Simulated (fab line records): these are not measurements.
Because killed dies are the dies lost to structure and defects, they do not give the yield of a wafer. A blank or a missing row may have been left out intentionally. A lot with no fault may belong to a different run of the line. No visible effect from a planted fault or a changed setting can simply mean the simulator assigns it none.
Matching of chambers -- flow nandHarc -- NHARC_P_CONTACT_DEP_30 on pecvd-01 has 3 sister chambers
The step deposits SiNx, target thk 30 nm. 3 wafers are shown with their chamber, then 9 later ones without.

WAFERS, EACH WITH ITS CHAMBER
wafer,chamber,heaterPowerW (W)
L091.4,1,703
L091.5,0,561
L091.6,2,684

WAFERS WHOSE CHAMBER IS MISSING
wafer,heaterPowerW (W)
L093.2,780
L093.3,656
L093.6,778
L094.2,676
L094.4,613
L094.5,679
L095.3,737
L095.5,750
L095.6,823

WHICH CHAMBER EACH ONE RAN IN
wafer,from the rows above,in truth
L093.2,can't be placed: 1 or 2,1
L093.3,can't be placed: 2 or 1 or 0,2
L093.6,can't be placed: 1 or 2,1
L094.2,can't be placed: 2 or 1 or 0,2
L094.4,can't be placed: 0 or 2 or 1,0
L094.5,can't be placed: 2 or 1 or 0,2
L095.3,can't be placed: 1 or 2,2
L095.5,can't be placed: 1 or 2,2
L095.6,can't be placed: 1 or 2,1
0 of 9 placed correctly. From these rows, 9 cannot be placed; in 9 the true chamber is one of the candidates. Placed wrongly: 0.
How it was worked out, from the rows above alone: a wafer's distance from a chamber is the root of the sum, over the readings, of the square of ((its reading less the chamber's mean) divided by the reading's scatter). If the next closest chamber is less than 2 further off than the closest, the wafer can't be placed; otherwise it belongs to the closest. A chamber's mean is the mean of its shown wafers. The scatter: with one shown wafer a chamber, the root of the mean of the squares of how far each hidden wafer lies from its nearest shown one.
